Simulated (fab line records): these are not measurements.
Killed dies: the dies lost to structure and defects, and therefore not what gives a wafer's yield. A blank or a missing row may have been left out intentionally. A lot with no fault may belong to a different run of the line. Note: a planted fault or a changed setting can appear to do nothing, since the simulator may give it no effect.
Commonality check across tools -- flow nand-harc -- Sampled: 12 lots, 36 wafers

## WHY IT WAS OPENED
At NHARC_A_CHANNEL_HOLE_D1_OVL_MEAS_11 the reading overlay-x-nm is flagged on 1 of 12 lots. Fault-free wafers read 0.0 nm, with a standard deviation of 0.68.
Rule: flag the lot when none of its wafers has a number, or when each of its wafers that has one lies beyond 4 standard deviations from that mean. As for the other lots, they are considered sound.

lot,measured,on,"overlay-x-nm (nm), wafer by wafer",flag
L294,day 8 13:52,overlay-01,-0.3 -0.6 0.0,
L296,day 9 08:47,overlay-02,-0.8 -0.6 -0.8,
L297,day 9 13:55,overlay-01,-0.8 -0.9 -0.5,
L298,day 9 20:49,overlay-02,0.5 0.5 0.4,
L299,day 10 11:31,overlay-01,0.4 0.5 0.6,
L307,day 14 13:53,overlay-01,3.8 3.6 4.1,FLAGGED
L308,day 14 14:02,overlay-02,-0.7 0.5 0.1,
L311,day 15 09:37,overlay-02,0.1 0.1 -0.3,
L312,day 16 00:14,overlay-02,-0.6 -0.6 -0.6,
L313,day 16 03:54,overlay-02,0.9 0.2 1.1,
L314,day 16 21:36,overlay-01,0.8 0.8 0.7,
L317,day 17 17:40,overlay-02,-0.9 -1.2 -0.7,
The mean of the flagged lots' numbers is 3.8 nm, +3.8 nm from the usual (+6 standard deviations).

## TOOL THAT RAN EACH LOT
The record holds 1 process step before the reading, out of a route of 1302 steps. Cell contents, in order: the tool; ch with the chambers the sampled wafers went through; the start.
lot,flag,NHARC_A_CHANNEL_HOLE_D1_EXPOSE_07
L294,,"arfi-scanner-03 ch 0, day 8 13:38"
L296,,"arfi-scanner-01 ch 0, day 9 08:34"
L297,,"arfi-scanner-02 ch 0, day 9 13:42"
L298,,"arfi-scanner-02 ch 0, day 9 20:35"
L299,,"arfi-scanner-03 ch 0, day 10 11:18"
L307,FLAGGED,"arfi-scanner-03 ch 0, day 14 13:40"
L308,,"arfi-scanner-02 ch 0, day 14 13:48"
L311,,"arfi-scanner-02 ch 0, day 15 09:23"
L312,,"arfi-scanner-01 ch 0, day 16 00:01"
L313,,"arfi-scanner-01 ch 0, day 16 03:41"
L314,,"arfi-scanner-02 ch 0, day 16 21:22"
L317,,"arfi-scanner-02 ch 0, day 17 17:26"
These steps, and what they do:
- NHARC_A_CHANNEL_HOLE_D1_EXPOSE_07: exposes mask HOLE D1, target cd 100 nm.
- NHARC_A_CHANNEL_HOLE_D1_OVL_MEAS_11

## FLAGGED AGAINST TOTAL, ONE TOOL AT A TIME (gauges that did the reading follow at the end)
step,tool,lots run,flagged,share of the flagged lots,sound lots run after its first flagged lot
NHARC_A_CHANNEL_HOLE_D1_EXPOSE_07,arfi-scanner-01,3,0,none,-
NHARC_A_CHANNEL_HOLE_D1_EXPOSE_07,arfi-scanner-02,6,0,none,-
NHARC_A_CHANNEL_HOLE_D1_EXPOSE_07,arfi-scanner-03,3,1,all,0
NHARC_A_CHANNEL_HOLE_D1_OVL_MEAS_11,overlay-01,5,1,all,1 (L314)
NHARC_A_CHANNEL_HOLE_D1_OVL_MEAS_11,overlay-02,7,0,none,-

## WHAT THE TABLE ALLOWS
In 2 table rows, all flagged lots were run: arfi-scanner-03 (NHARC_A_CHANNEL_HOLE_D1_EXPOSE_07), overlay-01 (NHARC_A_CHANNEL_HOLE_D1_OVL_MEAS_11).
- arfi-scanner-03 at NHARC_A_CHANNEL_HOLE_D1_EXPOSE_07: 1 of its 3 lots flagged. A fault beginning between L299 (day 10 11:18), its last sound lot, and L307 (day 14 13:40), its first flagged one, fits the data.
- overlay-01 at NHARC_A_CHANNEL_HOLE_D1_OVL_MEAS_11: 1 of its 5 lots flagged. Sound lots followed the first flagged one (L314) on it, something a lasting fault affecting the whole tool could not allow.
What remains is a single tool, arfi-scanner-03 at NHARC_A_CHANNEL_HOLE_D1_EXPOSE_07.

## WHAT THE SIMULATOR PUT IN
Scanner matching overlay: arfi-scanner-03, from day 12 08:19 on, at NHARC_A_CHANNEL_HOLE_D1_EXPOSE_07. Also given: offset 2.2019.
Shown lots that were struck: L307. The rule given above showed the same thing.
